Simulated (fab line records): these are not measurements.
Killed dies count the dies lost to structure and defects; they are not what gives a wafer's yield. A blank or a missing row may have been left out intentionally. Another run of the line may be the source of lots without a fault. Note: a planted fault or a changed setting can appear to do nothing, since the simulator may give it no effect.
What tool caused it? -- flow nand-harc -- 11 lots with 33 wafers sampled at 5 steps, on a route of 1159 steps

WHAT EACH GAUGE READ, for each wafer
NHARC_END_SORT_01. Usual: killed-at-array 26, standard deviation 11; killed-at-other 0.6, standard deviation 1; killed-at-periphery 3.1, standard deviation 2.1; killed-dies 30, standard deviation 11; killed-open 3.4, standard deviation 1.8; killed-short 2.1, standard deviation 1.5.
lot,measured,on,killed-at-array,killed-at-other,killed-at-periphery,killed-dies,killed-open,killed-short,flag
L219,day 21 06:38,prober-02,15 15 16,0 0 1,9 3 2,24 18 19,3 1 3,1 2 0,
L228,day 23 12:42,prober-02,18 11 21,6 1 2,3 6 3,27 18 26,4 1 5,2 3 3,
L231,day 24 10:36,prober-01,24 20 19,1 0 0,2 7 3,27 27 22,7 3 3,4 5 0,

EACH LOT AND THE TOOL THAT RAN IT (in order: tool; ch and the chambers of the sampled wafers; start)
lot,NHARC_P_STI_DESCUM_14,NHARC_P_GATE_ALD_36,NHARC_P_GATE_ETCHBACK_37,NHARC_P_GATE_DESCUM_61
L212,"rie-diel-04 ch 1,3, day 2 15:37","ald-sin-03 ch 0,1,3, day 4 18:53","rie-diel-11 ch 0,3, day 5 07:31 or earlier","rie-diel-11 ch 0,1,3, day 5 07:31"
L215,"rie-diel-04 ch 0,1, day 3 12:35","ald-sin-01 ch 0,2,3, day 5 16:10","rie-diel-06 ch 1,2,3, day 6 03:57 or earlier","rie-diel-09 ch 0,3, day 6 03:57"
L216,"rie-diel-13 ch 1,2, day 3 17:13","ald-sin-01 ch 1,2,3, day 6 02:20","rie-diel-11 ch 1,3, day 6 13:38 or earlier","rie-diel-06 ch 0,1,3, day 6 13:38"
L217,"rie-diel-08 ch 1,2,3, day 3 23:52","ald-sin-03 ch 0,1,3, day 6 00:53","rie-diel-09 ch 0,1, day 6 13:15 or earlier","rie-diel-06 ch 0,2, day 6 13:15"
L219,"rie-diel-13 ch 1,2, day 4 12:14","ald-sin-03 ch 2,3, day 6 19:10","rie-diel-06 ch 0,2,3, day 7 08:02 or earlier","rie-diel-06 ch 0,1,2, day 7 08:02"
L224,"rie-diel-04 ch 2,3, day 5 13:16","ald-sin-01 ch 1,2, day 7 22:44","rie-diel-11 ch 0,1,2, day 8 11:14 or earlier","rie-diel-09 ch 0,1,2, day 8 11:14"
L226,"rie-diel-04 ch 1,3, day 6 08:55","ald-sin-01 ch 1,2,3, day 8 19:43","rie-diel-06 ch 1,2,3, day 9 06:52 or earlier","rie-diel-11 ch 2,3, day 9 06:52"
L228,"rie-diel-04 ch 0,2,3, day 6 18:47","ald-sin-02 ch 0,2,3, day 9 01:48","rie-diel-06 ch 1,2, day 9 14:17 or earlier","rie-diel-06 ch 0,3, day 9 14:17"
L229,"rie-diel-08 ch 1,2,3, day 7 02:16","ald-sin-03 ch 1,3, day 9 08:04","rie-diel-11 ch 0,3, day 9 19:38 or earlier","rie-diel-11 ch 0,2,3, day 9 19:38"
L231,"rie-diel-08 ch 0,2,3, day 7 13:46","ald-sin-02 ch 1,2,3, day 9 21:55","rie-diel-06 ch 1,2,3, day 10 10:20 or earlier","rie-diel-09 ch 0,1,3, day 10 10:20"
L233,"rie-diel-13 ch 0,3, day 7 23:04","ald-sin-03 ch 1,2, day 10 05:05","rie-diel-06 ch 0,3, day 10 17:22 or earlier","rie-diel-11 ch 0,2,3, day 10 17:22"
- NHARC_P_STI_DESCUM_14: chemistry O2, time 3 s.
- NHARC_P_GATE_ALD_36: deposits SiNx, target thk 20 nm, pulse time 60 s, ald cycles 223.
- NHARC_P_GATE_ETCHBACK_37: etches the open film in CHF3/O2, target depth 34.5 nm, time 17.2 s.
- NHARC_P_GATE_DESCUM_61: chemistry O2, time 3 s.

WHAT THE TOOLS THEMSELVES READ (means of the sampled wafers that have a number; where no wafer has one, the mark that the record gives instead)
NHARC_P_STI_DESCUM_14. Usual: drypump-motor-current-A 5.7 A, standard deviation 0.43; oes-product-au 0.996 a.u., standard deviation 0.012; rf-vpp-V 57.7 V, standard deviation 0.9; showerhead-plenum-p-Torr 1.90 Torr, standard deviation 0.08; throttle-valve-pct 11.311 %, standard deviation 0.0099.
lot,tool,drypump-motor-current-A (A),oes-product-au (a.u.),rf-vpp-V (V),showerhead-plenum-p-Torr (Torr),throttle-valve-pct (%),flag
L212,rie-diel-04,5.9,0.990,57.7,1.87,11.313,
L215,rie-diel-04,5.8,0.989,57.8,1.88,11.310,
L216,rie-diel-13,5.2,0.994,58.0,1.92,11.321,
L217,rie-diel-08,6.0,1.001,57.2,1.86,11.308,
L219,rie-diel-13,5.2,0.990,57.8,1.92,11.302,
L224,rie-diel-04,5.6,0.996,57.2,1.81,11.317,
L226,rie-diel-04,5.9,1.003,57.4,1.87,11.312,
L228,rie-diel-04,5.9,0.998,55.7,1.82,11.313,
L229,rie-diel-08,6.0,1.009,57.2,1.86,11.311,
L231,rie-diel-08,6.1,0.992,58.2,1.92,11.312,
L233,rie-diel-13,5.3,0.998,58.0,1.95,11.312,

NHARC_P_GATE_ALD_36. Usual: heater-power-w 815 W, standard deviation 72; precursor-pulse-height-rel 1.003, standard deviation 0.022.
lot,tool,heater-power-w (W),precursor-pulse-height-rel,flag
L212,ald-sin-03,750,1.004,
L215,ald-sin-01,763,1.000,
L216,ald-sin-01,821,1.011,
L217,ald-sin-03,766,1.004,
L219,ald-sin-03,783,1.015,
L224,ald-sin-01,836,1.022,
L226,ald-sin-01,820,0.983,
L228,ald-sin-02,905,1.004,
L229,ald-sin-03,692,0.998,
L231,ald-sin-02,876,1.005,
L233,ald-sin-03,732,1.011,

NHARC_P_GATE_ETCHBACK_37. Usual: drypump-motor-current-A 5.6 A, standard deviation 0.4; oes-product-au 0.95 a.u., standard deviation 0.035; rf-vpp-V 371.0 V, standard deviation 2.4; showerhead-plenum-p-Torr 2.42 Torr, standard deviation 0.1; throttle-valve-pct 20.572 %, standard deviation 0.0082.
lot,tool,drypump-motor-current-A (A),oes-product-au (a.u.),rf-vpp-V (V),showerhead-plenum-p-Torr (Torr),throttle-valve-pct (%),flag
L212,rie-diel-11,5.4,0.92,372.7,2.47,20.573,
L215,rie-diel-06,5.7,0.93,371.7,2.43,20.571,
L216,rie-diel-11,5.6,0.93,373.9,2.55,20.577,
L217,rie-diel-09,5.5,0.93,371.7,2.44,20.573,
L219,rie-diel-06,5.6,0.93,370.1,2.40,20.582,
L224,rie-diel-11,5.4,0.93,369.7,2.43,20.572,
L226,rie-diel-06,5.7,0.95,370.2,2.42,20.577,
L228,rie-diel-06,5.4,0.93,371.3,2.43,20.569,
L229,rie-diel-11,5.3,1.00,370.0,2.37,20.569,
L231,rie-diel-06,5.7,1.00,371.3,2.41,20.576,
L233,rie-diel-06,5.9,1.01,369.5,2.38,20.564,

NHARC_P_GATE_DESCUM_61. Usual: drypump-motor-current-A 5.6 A, standard deviation 0.41; oes-product-au 1.003 a.u., standard deviation 0.0083; rf-vpp-V 57.9 V, standard deviation 0.87; showerhead-plenum-p-Torr 1.94 Torr, standard deviation 0.083; throttle-valve-pct 11.311 %, standard deviation 0.0096.
lot,tool,drypump-motor-current-A (A),oes-product-au (a.u.),rf-vpp-V (V),showerhead-plenum-p-Torr (Torr),throttle-valve-pct (%),flag
L212,rie-diel-11,5.5,1.004,57.2,1.95,11.311,
L215,rie-diel-09,5.9,0.996,57.7,1.95,11.310,
L216,rie-diel-06,5.9,1.004,57.3,1.87,11.322,
L217,rie-diel-06,5.4,1.011,57.2,1.86,11.302,
L219,rie-diel-06,5.5,0.996,57.8,1.88,11.311,
L224,rie-diel-09,5.6,1.002,57.7,1.95,11.309,
L226,rie-diel-11,5.5,1.001,58.8,2.02,11.313,
L228,rie-diel-06,6.0,1.008,57.5,1.90,11.309,
L229,rie-diel-11,5.4,1.000,57.8,1.95,11.307,
L231,rie-diel-09,5.6,1.006,58.0,1.94,11.320,
L233,rie-diel-11,5.4,1.000,57.6,1.95,11.311,

THE ANSWER, worked out from the rows above alone
Rule: lot off if the mean of its wafers having a number is beyond 3 standard deviations from the usual mean. A lot without any number at a reading at which 4 lots or more have one is off too. The other lots that the step has rows for count as sound. First the gauges in route order, then the tools' own readings, where a lot's mean is used as printed above. The first step at which some lot is off is used, and at that step the reading that is off furthest; a lot without a number counts as furthest.
No lot is off at any reading shown: from this, nothing can be told.

WHAT THE SIMULATOR PUT IN
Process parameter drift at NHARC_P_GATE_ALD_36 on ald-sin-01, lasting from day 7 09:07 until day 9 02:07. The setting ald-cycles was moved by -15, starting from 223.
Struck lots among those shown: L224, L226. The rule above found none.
